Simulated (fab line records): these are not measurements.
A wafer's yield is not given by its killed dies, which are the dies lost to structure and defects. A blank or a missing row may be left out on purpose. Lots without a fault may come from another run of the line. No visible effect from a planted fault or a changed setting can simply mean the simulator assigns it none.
fab line records | flow nandHarc
record lots=13 wafers=39 lastDay=24
route steps=1159 shown P_CONTACT@229 END@1159
lots that met no fault: taken from a fault-free run of the same line
startH: start of the lot's first displayed wafer, in hours after the record's first day | waitH: time in hours since the lot's previous step | " the same as in the row above | L1.1+2: a row that stands for several wafers | - no value, or no start was given | * or withheld: withheld | < > ~ a bound
route shown NAME@n: names a module that has steps shown in the file, with the first one's number in the route | usual: mean/standard deviation of fault-free wafers | same: alike in all rows | chamber/n: place in a boat | sites: readings site by site | _std_site: their standard deviation | _edge_site: the outer-site mean with the inner-site mean subtracted | radiusMm: for every site, how far away it sits from the centre of the wafer | mask NAME#n: copy n | behind: the most recent tool/chamber to have shaped the wafer | hold: cause of the lot's hold/its duration in hours/its outcome | device: names the non-switching transistor (n, p or np) | end of line: tests of these same wafers at the route's end | step lacking rows: just its recipe | killed: the dies lost at the first sort to structure and to defects; this is not the yield of the wafer | map: shows each die of a wafer: x if killed, . if not, _ if none is there
set.NAME: the setting the step ran with; set.NAME@STEP: the setting that earlier step ran with | model.NAME: the simulator's own value behind a step, which no gauge read
a sample of lots followed through the steps of the route, with each step as a table and each wafer as a row
services: from which hour (startH, from the record's first day; less than 0 if before it) a tool's chamber was out of use, for how many hours, and why
## steps
# step NHARC_P_CONTACT_EXPOSE_09
# recipe na=1.35 targetCdNm=90 doseMj=81.26 maskId=P_CA
# columns lot.wafer tool chamber startH waitH mask
L115.1+4+5 arfiScanner-02 0 106.11 - P_CA#0
L118.4+5+6 arfiScanner-03 0 123.79 - P_CA#0
L117.3+4+5 arfiScanner-02 0 124.59 - P_CA#0
L119.1+2+6 arfiScanner-02 0 133.83 - P_CA#0
L120.2+4+6 arfiScanner-02 0 142.94 - P_CA#0
L121.1+2+6 arfiScanner-02 0 151.86 - P_CA#0
L122.2+3+5 arfiScanner-03 0 153.17 - P_CA_R1#0
L127.2+4+5 arfiScanner-02 0 186.26 - P_CA#0
L131.1+2+3 arfiScanner-01 0 206.34 - P_CA#0
L134.2+4+6 arfiScanner-02 0 220.06 - P_CA#0
L137.1+3+5 arfiScanner-01 0 234.09 - P_CA#0
L136.2+4+6 arfiScanner-03 0 234.79 - P_CA#0
L138.1+2+3 arfiScanner-01 0 252.81 - P_CA#0
# step NHARC_P_CONTACT_INSPECT_14
# usual rawDefectCount=3.7/2.3
# columns lot.wafer tool chamber startH waitH rawDefectCount
L115.1 defectInspect-02 - 106.40 0.0 3
L115.4 " - " " 3
L115.5 " - " " 3
L118.4 defectInspect-02 - 124.05 0.0 3
L118.5 " - " " 2
L118.6 " - " " 5
L117.3 defectInspect-01 - 124.86 0.0 5
L117.4 " - " " 1
L117.5 " - " " 4
L119.1 defectInspect-01 - 134.10 0.0 8
L119.2 " - " " 4
L119.6 " - " " 3
L120.2 defectInspect-01 - 143.22 0.0 3
L120.4 " - " " 3
L120.6 " - " " 5
L121.1 defectInspect-02 - 152.13 0.0 5
L121.2 " - " " 4
L121.6 " - " " 7
L122.2 defectInspect-02 - 153.43 0.0 1
L122.3 " - " " 5
L122.5 " - " " 3
L127.2 defectInspect-02 - 186.53 0.0 6
L127.4 " - " " 2
L127.5 " - " " 3
L131.1 defectInspect-01 - 206.62 0.1 6
L131.2 " - " " 6
L131.3 " - " " 6
L134.2 defectInspect-01 - 220.32 0.0 1
L134.4 " - " " 3
L134.6 " - " " 4
L137.1 defectInspect-01 - 234.36 0.0 0
L137.3 " - " " 7
L137.5 " - " " 8
L136.2 defectInspect-02 - 235.05 0.0 6
L136.4 " - " " 6
L136.6 " - " " 4
L138.1 defectInspect-01 - 253.07 0.0 1
L138.2 " - " " 7
L138.3 " - " " 2
# step NHARC_P_CONTACT_ETCH_31
# recipe targetDepthA=300 timeS=85.7 ionEnergyEv=120 overEtchFrac=1 ch3fFlowSccm=50 o2FlowSccm=30 arFlowSccm=200 rfW=500 biasW=100 chemistry=CH3F/O2
# usual drypumpMotorCurrentA=5.7/0.4 oesProductAu=0.976/0.014 rfVppV=243.8/1.6 showerheadPlenumPTorr=2.41/0.1 throttleValvePct=20.663/0.0096
# columns lot.wafer tool chamber startH waitH drypumpMotorCurrentA oesProductAu rfHoursCounterH rfVppV showerheadPlenumPTorr throttleValvePct
L115.1 rieDiel-01 1 - - 5.4 0.991 15 243.5 2.35 20.665
L115.4 " 1 " " 5.4 0.984 - 242.5 2.35 20.675
L115.5 " 0 " " 5.6 0.987 - 244.9 2.41 20.645
L118.4 rieDiel-01 0 - - 5.6 0.973 16 245.4 2.41 20.671
L118.5 " 2 " " 5.6 0.983 - 242.8 2.32 20.662
L118.6 " 3 " " 6.3 0.992 - 245.3 2.51 20.667
L117.4 rieDiel-08 0 - - 5.7 0.995 54 244.1 2.46 20.638
L117.3 " 2 " " 6.3 0.960 64 243.9 2.45 20.667
L117.5 " 3 " " 6.3 0.986 - 245.2 2.43 20.662
L119.2 rieDiel-11 3 - - 5.0 0.988 11 245.4 2.63 20.675
L119.1 " 0 " " 6.2 0.989 12 243.7 2.33 20.662
L119.6 " 2 " " 5.2 0.972 - 246.1 2.62 20.668
L120.2 rieDiel-11 0 - - 6.2 0.954 13 242.5 2.33 20.661
L120.4 " 1 " " 6.0 0.956 13 243.8 2.30 20.662
L120.6 " 0 " " 6.2 0.955 - 243.2 2.33 20.654
L121.1 rieDiel-01 1 - - 5.4 0.990 1 242.9 2.35 20.664
L121.2 " 2 " " 5.6 0.979 1 243.2 2.32 20.665
L121.6 " 1 " " 5.4 0.997 - 242.6 2.35 20.658
L122.2 rieDiel-01 2 - - 5.6 0.965 1 243.4 2.32 20.657
L122.3 " 3 " " 6.2 0.973 1 245.9 2.51 20.654
L122.5 " 2 " " 5.6 0.978 - 242.6 2.32 20.680
L127.2 rieDiel-01 1 - - 5.4 0.997 5 242.1 2.35 20.668
L127.4 " 3 " " 6.2 0.962 5 243.8 2.51 20.661
L127.5 " 2 " " 5.6 0.990 - 241.4 2.31 20.657
L131.2 rieDiel-01 2 - - 5.6 0.981 8 243.0 2.31 20.674
L131.1 " 3 " " 6.2 0.969 8 244.6 2.50 20.664
L131.3 " 0 " " 5.6 0.980 8 243.2 2.41 20.674
L134.2 rieDiel-11 1 - - 6.0 0.970 2 241.3 2.30 20.655
L134.4 " 2 " " 5.2 0.976 1 245.8 2.62 20.666
L134.6 " 0 " " 6.2 0.980 - 242.6 2.33 20.666
L137.3 rieDiel-08 0 - - 5.7 0.984 42 243.7 2.44 20.649
L137.1 " 3 " " 6.4 0.972 41 243.0 2.42 20.667
L137.5 " 1 " " 6.5 0.977 - 242.8 2.34 20.666
L136.4 rieDiel-01 3 - - 6.3 0.968 12 245.9 2.50 20.658
L136.2 " 2 " " 5.6 0.977 12 242.9 2.31 20.652
L136.6 " 0 " " 5.6 0.971 - 244.3 2.41 20.673
L138.1 rieDiel-11 2 - - 5.3 0.977 4 245.2 2.61 20.671
L138.2 " 3 " " 5.0 0.988 5 247.0 2.63 20.655
L138.3 " 0 " " 6.2 0.977 5 242.3 2.33 20.662
# step NHARC_P_CONTACT_STRIP_28
# recipe o2FlowSccm=500 arFlowSccm=0 biasW=0 chemistry=O2
# usual drypumpMotorCurrentA=5.7/0.45 oesProductAu=0.995/0.0093 rfVppV=57.7/1 showerheadPlenumPTorr=3.49/0.17 throttleValvePct=17.035/0.0099
# columns lot.wafer tool chamber startH waitH drypumpMotorCurrentA oesProductAu rfHoursCounterH rfVppV showerheadPlenumPTorr throttleValvePct
L115.1 rieDiel-01 1 107.43 0.1 5.4 1.010 15 56.6 3.38 17.045
L115.5 " 3 " " 6.2 1.009 - 56.4 3.60 17.039
L115.4 " 0 " " 5.6 0.996 - 58.7 3.46 17.029
L118.4 rieDiel-01 1 125.10 0.1 5.4 1.000 17 58.3 3.38 17.048
L118.6 " 2 " " 5.6 0.992 - 57.0 3.33 17.033
L118.5 " 3 " " 6.2 0.993 - 58.4 3.60 17.030
L117.4 rieDiel-11 1 125.86 0.1 6.0 1.010 11 58.8 3.31 17.030
L117.3 " 2 " " 5.3 0.983 11 57.5 3.75 17.045
L117.5 " 2 " " 5.3 0.985 - 57.2 3.75 17.043
L119.2 rieDiel-11 3 135.51 0.1 5.0 1.000 11 56.3 3.77 17.051
L119.1 " 0 " " 6.2 0.999 12 57.1 3.35 17.033
L119.6 " 0 " " 6.3 1.000 - 58.6 3.35 17.023
L120.2 rieDiel-11 3 144.64 0.1 5.0 0.978 12 58.6 3.77 17.023
L120.4 " 0 " " 6.2 0.988 13 57.5 3.35 17.032
L120.6 " 1 " " 6.0 1.007 - 57.7 3.31 17.053
L121.2 rieDiel-11 0 153.16 0.1 6.2 0.990 14 59.0 3.35 17.044
L121.1 " 2 " " 5.3 0.976 14 59.6 3.75 17.034
L121.6 " 0 " " 6.2 1.000 - 57.5 3.35 17.042
L122.3 rieDiel-01 1 154.47 0.1 5.3 1.000 1 56.8 3.38 17.035
L122.2 " 3 " " 6.3 0.992 1 58.5 3.60 17.040
L122.5 " 1 " " 5.4 1.002 - 57.4 3.38 17.043
L127.2 rieDiel-01 2 187.60 0.1 5.6 0.990 5 57.2 3.33 17.045
L127.4 " 1 " " 5.4 1.005 5 59.3 3.38 17.037
L127.5 " 3 " " 6.3 0.984 - 58.1 3.59 17.039
L131.3 rieDiel-11 0 208.14 0.1 6.2 0.992 1 57.9 3.35 17.035
L131.1 " 1 " " 6.0 1.003 1 56.0 3.30 17.036
L131.2 " 3 " " 5.0 0.997 1 58.7 3.77 17.039
L134.4 rieDiel-08 1 221.36 0.1 6.4 0.999 35 56.4 3.37 17.030
L134.2 " 2 " " 6.3 0.988 35 58.2 3.50 17.025
L134.6 " 3 " " 6.3 1.000 - 59.3 3.47 17.015
L137.1 rieDiel-11 2 235.38 0.1 5.3 0.987 3 58.3 3.74 17.036
L137.3 " 0 " " 6.2 0.993 3 57.5 3.35 17.038
L137.5 " 2 " " 5.2 0.993 - 59.0 3.75 17.023
L136.4 rieDiel-11 0 236.05 0.1 6.2 1.002 3 57.4 3.35 17.039
L136.2 " 3 " " 5.0 0.994 3 58.0 3.76 17.034
L136.6 " 0 " " 6.2 0.995 - 56.8 3.35 17.026
L138.1 rieDiel-11 1 254.08 0.1 6.0 0.991 5 55.2 3.30 17.034
L138.2 " 3 " " 5.0 0.998 5 56.3 3.76 17.014
L138.3 " 0 " " 6.2 0.993 5 56.2 3.35 17.034
# step NHARC_END_SORT_01
# recipe tempC=25
# usual killedAtArray=29/9.4 killedAtOther=0.7/1.3 killedAtPeriphery=2.9/2.1 killedDies=32/9 killedOpen=3.3/1.8 killedShort=1.9/1.4
# same grossDies=677
# columns lot.wafer tool chamber startH waitH killedAtArray killedAtOther killedAtPeriphery killedDies killedOpen killedShort
L117.3 prober-01 0 465.29 3.1 27 0 4 31 2 3
L117.4 prober-01 0 466.09 3.4 34 2 5 41 6 1
L117.5 prober-01 0 466.90 3.7 26 1 2 29 7 0
L115.1 prober-02 0 471.54 2.5 31 0 1 32 1 5
L115.4 prober-02 0 473.89 3.4 27 0 1 28 3 0
L115.5 prober-02 0 474.68 3.6 30 0 1 31 0 1
L119.1 prober-02 0 479.22 2.5 37 0 2 39 3 1
L119.2 prober-02 0 480.01 2.8 33 1 1 35 4 1
L119.6 prober-02 0 483.16 3.9 30 1 1 32 4 1
L122.2 prober-01 0 488.00 2.8 40 1 1 42 2 1
L122.3 prober-01 0 488.82 3.1 29 1 4 34 1 1
L122.5 prober-01 0 490.47 3.8 30 1 2 33 3 1
L118.4 prober-02 0 489.36 3.4 16 0 2 18 2 1
L118.5 prober-02 0 490.16 3.7 21 0 0 21 3 1
L118.6 prober-02 0 490.96 4.0 27 0 2 29 5 1
L120.2 prober-01 0 496.29 2.8 19 1 1 21 2 2
L120.4 prober-01 0 497.89 3.4 11 0 1 12 1 2
L120.6 prober-01 0 499.49 4.0 22 2 1 25 3 2
L121.1 prober-02 0 503.22 2.5 18 2 6 26 4 5
L121.2 prober-02 0 504.03 2.8 22 0 6 28 7 4
L121.6 prober-02 0 507.27 4.0 14 3 7 24 3 1
L127.2 prober-02 0 512.63 2.8 43 0 4 47 5 5
L127.4 prober-02 0 514.21 3.4 48 0 3 51 3 3
L127.5 prober-02 0 515.00 3.7 41 0 4 45 4 0
L134.2 prober-01 0 548.76 2.8 29 0 1 30 4 3
L134.4 prober-01 0 550.36 3.4 30 2 3 35 8 0
L134.6 prober-01 0 551.97 4.0 30 1 2 33 6 2
L131.1 prober-01 0 555.81 2.5 26 2 6 34 1 4
L131.2 prober-01 0 556.61 2.8 33 0 3 36 8 3
L131.3 prober-01 0 557.42 3.1 25 1 0 26 0 2
L137.1 prober-01 0 563.67 2.5 14 1 0 15 2 3
L137.3 prober-01 0 565.25 3.1 23 0 7 30 3 5
L137.5 prober-01 0 566.83 3.7 19 1 7 27 6 4
L136.2 prober-01 0 572.24 2.8 47 0 2 49 2 1
L136.4 prober-01 0 573.84 3.4 42 0 5 47 7 1
L136.6 prober-01 0 575.45 4.0 47 0 2 49 3 3
L138.1 prober-02 0 579.41 2.5 37 0 1 38 6 1
L138.2 prober-02 0 580.21 2.8 38 0 2 40 1 1
L138.3 prober-02 0 581.00 3.1 42 0 1 43 7 0
# killed by level:class
L117.3 A_CHANNEL_HOLE_D1:chamberFilmFlake=14 A_STAIRCASE:chamberFilmFlake=4 A_ONON_D1:geometricParticle:short=2 P_ZERO_WELL:chamberFilmFlake=2 A_CHANNEL_FILL_D1:chamberFilmFlake=2 A_CONTACT:chamberFilmFlake=2 P_CONTACT:geometricParticle:open=1 A_CHANNEL_FILL_D1:geometricParticle:short=1
L117.4 A_CHANNEL_HOLE_D1:chamberFilmFlake=17 A_CHANNEL_FILL_D1:chamberFilmFlake=5 A_STAIRCASE:chamberFilmFlake=4 A_M0:chamberFilmFlake=3 P_GATE:geometricParticle:open=2 A_CONTACT:chamberFilmFlake=2 P_M0:geometricParticle:open=1 P_M2:geometricParticle:short=1
L117.5 A_CHANNEL_HOLE_D1:chamberFilmFlake=15 A_CHANNEL_FILL_D1:geometricParticle:open=4 A_CONTACT:geometricParticle:open=2 A_M0:chamberFilmFlake=2 P_CONTACT:geometricParticle:open=1 P_STI:chamberFilmFlake=1 A_CHANNEL_FILL_D1:chamberFilmFlake=1 A_WL_FILL:chamberFilmFlake=1
L115.1 A_SLIT:chamberFilmFlake=8 A_CHANNEL_HOLE_D1:chamberFilmFlake=6 A_CONTACT:chamberFilmFlake=4 A_ZERO_WELL:chamberFilmFlake=2 A_M0:chamberFilmFlake=2 A_CHANNEL_FILL_D1:geometricParticle:short=1 A_WL_FILL:geometricParticle:short=1 A_CONTACT:geometricParticle:short=1
L115.4 A_CHANNEL_HOLE_D1:chamberFilmFlake=10 A_SLIT:chamberFilmFlake=10 A_CONTACT:chamberFilmFlake=3 P_M2:geometricParticle:open=1 A_ONON_D1:geometricParticle:open=1 A_CONTACT:geometricParticle:open=1 A_STAIRCASE:chamberFilmFlake=1 A_M0:chamberFilmFlake=1
L115.5 A_CHANNEL_HOLE_D1:chamberFilmFlake=13 A_SLIT:chamberFilmFlake=7 A_STAIRCASE:chamberFilmFlake=4 A_CONTACT:chamberFilmFlake=3 A_SOURCE_PLATE:geometricParticle:short=1 P_STI:chamberFilmFlake=1 A_ZERO_WELL:chamberFilmFlake=1 A_WL_FILL:chamberFilmFlake=1
L119.1 A_SLIT:chamberFilmFlake=12 A_CHANNEL_HOLE_D1:chamberFilmFlake=6 A_STAIRCASE:chamberFilmFlake=5 A_CONTACT:chamberFilmFlake=5 A_ZERO_WELL:chamberFilmFlake=4 P_M0:geometricParticle:open=1 A_CHANNEL_FILL_D1:geometricParticle:open=1 A_M0:chamberFilmFlake=1
L119.2 A_SLIT:chamberFilmFlake=11 A_CONTACT:chamberFilmFlake=5 A_CHANNEL_HOLE_D1:chamberFilmFlake=4 A_STAIRCASE:chamberFilmFlake=4 A_CHANNEL_FILL_D1:geometricParticle:open=2 A_WL_FILL:chamberFilmFlake=2 A_M0:chamberFilmFlake=2 P_M0:geometricParticle:short=1
L119.6 A_STAIRCASE:chamberFilmFlake=10 A_SLIT:chamberFilmFlake=6 A_CONTACT:chamberFilmFlake=4 A_WL_FILL:chamberFilmFlake=3 A_WL_FILL:geometricParticle:open=2 A_CHANNEL_HOLE_D1:chamberFilmFlake=2 P_GATE:geometricParticle:open=1 A_WL_FILL:geometricParticle:short=1
L122.2 A_CHANNEL_HOLE_D1:chamberFilmFlake=16 A_SLIT:chamberFilmFlake=12 A_STAIRCASE:chamberFilmFlake=5 A_WL_FILL:chamberFilmFlake=3 P_M0:geometricParticle:open=1 A_CHANNEL_FILL_D1:geometricParticle:short=1 A_M0:geometricParticle:open=1 A_CHANNEL_FILL_D1:chamberFilmFlake=1
L122.3 A_SLIT:chamberFilmFlake=13 A_CHANNEL_HOLE_D1:chamberFilmFlake=8 P_ZERO_WELL:chamberFilmFlake=3 A_WL_FILL:chamberFilmFlake=3 A_ONON_D1:geometricParticle:short=1 A_M0:geometricParticle:open=1 P_CONTACT:chamberFilmFlake=1 A_ZERO_WELL:chamberFilmFlake=1
L118.4 A_CHANNEL_HOLE_D1:chamberFilmFlake=7 A_STAIRCASE:chamberFilmFlake=3 A_CONTACT:chamberFilmFlake=3 P_M0:geometricParticle:open=1 A_WL_FILL:geometricParticle:open=1 A_CONTACT:geometricParticle:short=1 P_STI:chamberFilmFlake=1 A_M0:chamberFilmFlake=1
L118.5 A_CHANNEL_HOLE_D1:chamberFilmFlake=13 A_M0:geometricParticle:open=2 A_WL_FILL:chamberFilmFlake=2 A_WL_FILL:geometricParticle:short=1 A_BLC:geometricParticle:open=1 A_ZERO_WELL:chamberFilmFlake=1 A_STAIRCASE:chamberFilmFlake=1
L122.5 A_SLIT:chamberFilmFlake=12 A_CHANNEL_HOLE_D1:chamberFilmFlake=9 A_CONTACT:chamberFilmFlake=4 A_WL_FILL:geometricParticle:open=2 A_M0:geometricParticle:open=1 A_M0:geometricParticle:short=1 P_ZERO_WELL:chamberFilmFlake=1 P_CONTACT:chamberFilmFlake=1
L118.6 A_CHANNEL_HOLE_D1:chamberFilmFlake=14 A_CONTACT:chamberFilmFlake=4 A_STAIRCASE:chamberFilmFlake=3 A_CONTACT:geometricParticle:open=2 P_M0:geometricParticle:open=1 A_SOURCE_PLATE:geometricParticle:open=1 A_CHANNEL_FILL_D1:geometricParticle:short=1 A_CHANNEL_FILL_D1:geometricParticle:open=1
L120.2 A_CHANNEL_HOLE_D1:chamberFilmFlake=7 A_STAIRCASE:chamberFilmFlake=4 A_CONTACT:chamberFilmFlake=3 P_M2:geometricParticle:open=1 A_ONON_D1:geometricParticle:short=1 A_CHANNEL_FILL_D1:geometricParticle:short=1 A_CONTACT:geometricParticle:open=1 A_SLIT:chamberFilmFlake=1
L120.4 A_CHANNEL_HOLE_D1:chamberFilmFlake=3 A_SGD_CUT:chamberFilmFlake=2 A_CONTACT:chamberFilmFlake=2 A_ONON_D1:geometricParticle:short=1 A_WL_FILL:geometricParticle:open=1 A_WL_FILL:geometricParticle:short=1 P_ZERO_WELL:chamberFilmFlake=1 A_STAIRCASE:chamberFilmFlake=1
L120.6 A_CHANNEL_HOLE_D1:chamberFilmFlake=7 A_SGD_CUT:chamberFilmFlake=3 A_CONTACT:chamberFilmFlake=3 A_M0:geometricParticle:open=2 A_STAIRCASE:chamberFilmFlake=2 A_WL_FILL:chamberFilmFlake=2 THIN_TSV:chamberFilmFlake=2 A_ONON_D1:geometricParticle:short=1
L121.1 A_CHANNEL_HOLE_D1:chamberFilmFlake=4 A_CONTACT:chamberFilmFlake=3 A_CONTACT:geometricParticle:open=2 P_STI:chamberFilmFlake=2 P_CONTACT:chamberFilmFlake=2 A_ZERO_WELL:chamberFilmFlake=2 P_GATE:geometricParticle:open=1 A_CHANNEL_FILL_D1:geometricParticle:open=1
L121.2 A_CONTACT:chamberFilmFlake=6 A_CHANNEL_HOLE_D1:chamberFilmFlake=4 A_CHANNEL_FILL_D1:geometricParticle:open=3 A_STAIRCASE:chamberFilmFlake=3 A_CONTACT:geometricParticle:short=2 P_ZERO_WELL:chamberFilmFlake=2 P_STI:chamberFilmFlake=2 P_M1:geometricParticle:open=1
L121.6 A_ZERO_WELL:chamberFilmFlake=4 P_STI:chamberFilmFlake=3 P_M1:chamberFilmFlake=3 A_CONTACT:chamberFilmFlake=3 A_STAIRCASE:chamberFilmFlake=3 THIN_TSV:chamberFilmFlake=2 A_WL_FILL:geometricParticle:short=1 A_CONTACT:geometricParticle:open=1
L127.2 A_SLIT:chamberFilmFlake=18 A_CHANNEL_HOLE_D1:chamberFilmFlake=10 A_STAIRCASE:chamberFilmFlake=7 A_WL_FILL:geometricParticle:short=2 P_GATE:geometricParticle:short=1 P_CONTACT:geometricParticle:open=1 P_M0:geometricParticle:open=1 P_M1:geometricParticle:open=1
L127.4 A_CHANNEL_HOLE_D1:chamberFilmFlake=18 A_SLIT:chamberFilmFlake=17 A_STAIRCASE:chamberFilmFlake=4 A_CONTACT:chamberFilmFlake=4 P_STI:geometricParticle:short=1 P_M1:geometricParticle:open=1 A_ONON_D1:geometricParticle:short=1 A_ONON_D1:geometricParticle:open=1
L127.5 A_CHANNEL_HOLE_D1:chamberFilmFlake=12 A_STAIRCASE:chamberFilmFlake=12 A_SLIT:chamberFilmFlake=11 A_CONTACT:chamberFilmFlake=5 P_CONTACT:geometricParticle:open=2 P_M0:geometricParticle:open=1 A_SGD_CUT:geometricParticle:open=1 P_STI:chamberFilmFlake=1
L134.2 A_CHANNEL_HOLE_D1:chamberFilmFlake=20 A_SGD_CUT:geometricParticle:short=2 P_M0:geometricParticle:open=1 A_ONON_D1:geometricParticle:open=1 A_CHANNEL_FILL_D1:geometricParticle:open=1 A_WL_FILL:geometricParticle:open=1 A_CONTACT:geometricParticle:short=1 A_CHANNEL_FILL_D1:chamberFilmFlake=1
L134.4 A_CHANNEL_HOLE_D1:chamberFilmFlake=19 A_CONTACT:geometricParticle:open=3 A_M0:geometricParticle:open=3 A_STAIRCASE:chamberFilmFlake=2 THIN_TSV:chamberFilmFlake=2 P_M0:geometricParticle:open=1 A_WL_FILL:geometricParticle:open=1 P_STI:chamberFilmFlake=1
L134.6 A_CHANNEL_HOLE_D1:chamberFilmFlake=19 A_ONON_D1:geometricParticle:open=2 A_CHANNEL_FILL_D1:chamberFilmFlake=2 A_CHANNEL_FILL_D1:geometricParticle:short=1 A_STAIRCASE:geometricParticle:open=1 A_WL_FILL:geometricParticle:short=1 A_WL_FILL:geometricParticle:open=1 A_CONTACT:geometricParticle:open=1
L131.1 A_SLIT:chamberFilmFlake=15 A_CHANNEL_HOLE_D1:chamberFilmFlake=7 P_ZERO_WELL:chamberFilmFlake=2 THIN_TSV:chamberFilmFlake=2 P_M0:geometricParticle:short=1 P_M1:geometricParticle:short=1 P_M2:geometricParticle:short=1 A_ONON_D1:geometricParticle:short=1
L131.2 A_SLIT:chamberFilmFlake=16 A_CHANNEL_HOLE_D1:chamberFilmFlake=7 A_BLC:geometricParticle:open=2 A_M0:geometricParticle:open=2 P_CONTACT:geometricParticle:open=1 P_M1:geometricParticle:open=1 A_ONON_D1:geometricParticle:short=1 A_CHANNEL_HOLE_D1:geometricParticle:short=1
L131.3 A_SLIT:chamberFilmFlake=16 A_CHANNEL_HOLE_D1:chamberFilmFlake=6 A_CONTACT:chamberFilmFlake=2 A_ONON_D1:geometricParticle:short=1 STARTING-WAFER:geometricParticle:short=1
L137.1 A_CHANNEL_HOLE_D1:chamberFilmFlake=8 A_CONTACT:chamberFilmFlake=2 A_CHANNEL_FILL_D1:geometricParticle:short=1 A_WL_FILL:geometricParticle:short=1 A_CONTACT:geometricParticle:open=1 A_M0:geometricParticle:short=1 STARTING-WAFER:geometricParticle:open=1
L137.3 A_CHANNEL_HOLE_D1:chamberFilmFlake=15 A_WL_FILL:geometricParticle:short=2 A_M0:geometricParticle:short=2 P_ZERO_WELL:chamberFilmFlake=2 P_GATE:chamberFilmFlake=2 P_M0:chamberFilmFlake=2 P_CONTACT:geometricParticle:open=1 A_CHANNEL_HOLE_D1:geometricParticle:short=1
L137.5 A_CHANNEL_HOLE_D1:chamberFilmFlake=11 A_WL_FILL:geometricParticle:open=3 A_CONTACT:geometricParticle:short=2 P_CONTACT:chamberFilmFlake=2 P_CONTACT:geometricParticle:open=1 P_M0:geometricParticle:open=1 A_ONON_D1:geometricParticle:short=1 A_CONTACT:geometricParticle:open=1
L136.2 A_CHANNEL_HOLE_D1:chamberFilmFlake=22 A_SLIT:chamberFilmFlake=21 A_ONON_D1:geometricParticle:short=1 A_CHANNEL_FILL_D1:geometricParticle:open=1 A_M0:geometricParticle:open=1 P_ZERO_WELL:chamberFilmFlake=1 P_STI:chamberFilmFlake=1 A_STAIRCASE:chamberFilmFlake=1
L136.4 A_CHANNEL_HOLE_D1:chamberFilmFlake=20 A_SLIT:chamberFilmFlake=16 A_CONTACT:geometricParticle:open=2 P_STI:geometricParticle:open=1 P_M0:geometricParticle:open=1 P_M2:geometricParticle:open=1 A_CHANNEL_FILL_D1:geometricParticle:short=1 A_M0:geometricParticle:open=1
L136.6 A_CHANNEL_HOLE_D1:chamberFilmFlake=22 A_SLIT:chamberFilmFlake=17 A_WL_FILL:geometricParticle:short=2 A_CONTACT:geometricParticle:open=2 A_STAIRCASE:chamberFilmFlake=2 A_ONON_D1:geometricParticle:open=1 A_SGD_CUT:geometricParticle:short=1 P_STI:chamberFilmFlake=1
L138.1 A_SLIT:chamberFilmFlake=21 A_STAIRCASE:chamberFilmFlake=3 A_CONTACT:chamberFilmFlake=3 A_CONTACT:geometricParticle:open=2 A_M0:geometricParticle:open=2 P_M0:geometricParticle:open=1 A_SGD_CUT:geometricParticle:open=1 A_M0:geometricParticle:short=1
L138.2 A_SLIT:chamberFilmFlake=21 A_CHANNEL_HOLE_D1:chamberFilmFlake=4 A_CONTACT:chamberFilmFlake=4 A_STAIRCASE:chamberFilmFlake=3 A_CHANNEL_HOLE_D1:unspecified=2 A_M1:chamberFilmFlake=2 P_M1:geometricParticle:short=1 A_CONTACT:geometricParticle:open=1
L138.3 A_SLIT:chamberFilmFlake=20 A_CONTACT:chamberFilmFlake=6 A_STAIRCASE:chamberFilmFlake=5 A_ONON_D1:geometricParticle:open=2 A_CHANNEL_HOLE_D1:unspecified=2 P_CONTACT:geometricParticle:open=1 A_CHANNEL_FILL_D1:geometricParticle:open=1 A_CONTACT:geometricParticle:open=1
## services
# columns tool chamber startH hours kind
arfiScanner-02 - 84.00 4.0 pm
rieDiel-01 - 86.79 0.2 repair
rieDiel-11 0 95.00 - clean
rieDiel-11 1 95.00 - clean
rieDiel-11 2 95.00 - clean
rieDiel-11 3 95.00 - clean
rieDiel-01 2 107.03 8.3 repair
rieDiel-08 0 107.63 5.6 repair
rieDiel-01 3 112.45 4.6 repair
rieDiel-01 1 114.51 2.2 repair
rieDiel-08 - 125.85 9.0 pm
rieDiel-01 - 137.80 9.0 pm
arfiScanner-03 - 140.00 4.0 pm
arfiScanner-01 - 140.77 4.0 pm
arfiScanner-01 - 146.19 5.9 repair
arfiScanner-01 - 155.75 1.9 repair
rieDiel-11 - 179.88 0.7 repair
rieDiel-01 - 183.09 0.4 repair
rieDiel-11 - 189.50 9.0 pm
rieDiel-01 1 205.92 7.1 repair
rieDiel-11 2 207.50 4.5 repair
arfiScanner-03 - 216.79 1.1 repair
arfiScanner-03 - 238.59 0.4 repair
rieDiel-08 1 243.07 5.1 repair
## key
firstSign step=NHARC_P_CONTACT_EXPOSE_09 reading=mask direction=changed
effect none on later readings
metAt NHARC_P_CONTACT_EXPOSE_09
struckLots L122
testerLeftOut L122
notActingAt NHARC_P_CONTACT_INSPECT_14,NHARC_P_CONTACT_ETCH_31,NHARC_P_CONTACT_STRIP_28
onsetBetween 123.79 153.17
fault kind=wrongMask tool=any chamber=- onsetH=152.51 steps=NHARC_P_CONTACT_EXPOSE_09 auxCopy=P_CA_R1#0 cdOffsetNm=1.0845 scope=struckLotsOnly
# testerLeftOut: of these lots the tester's yield and bins aren't shown, on N5 and GAA mostly nor the transistor test; their killed dies are dies lost to structure and defects alone, not to doping, threshold or leakage, so they don't give the yield
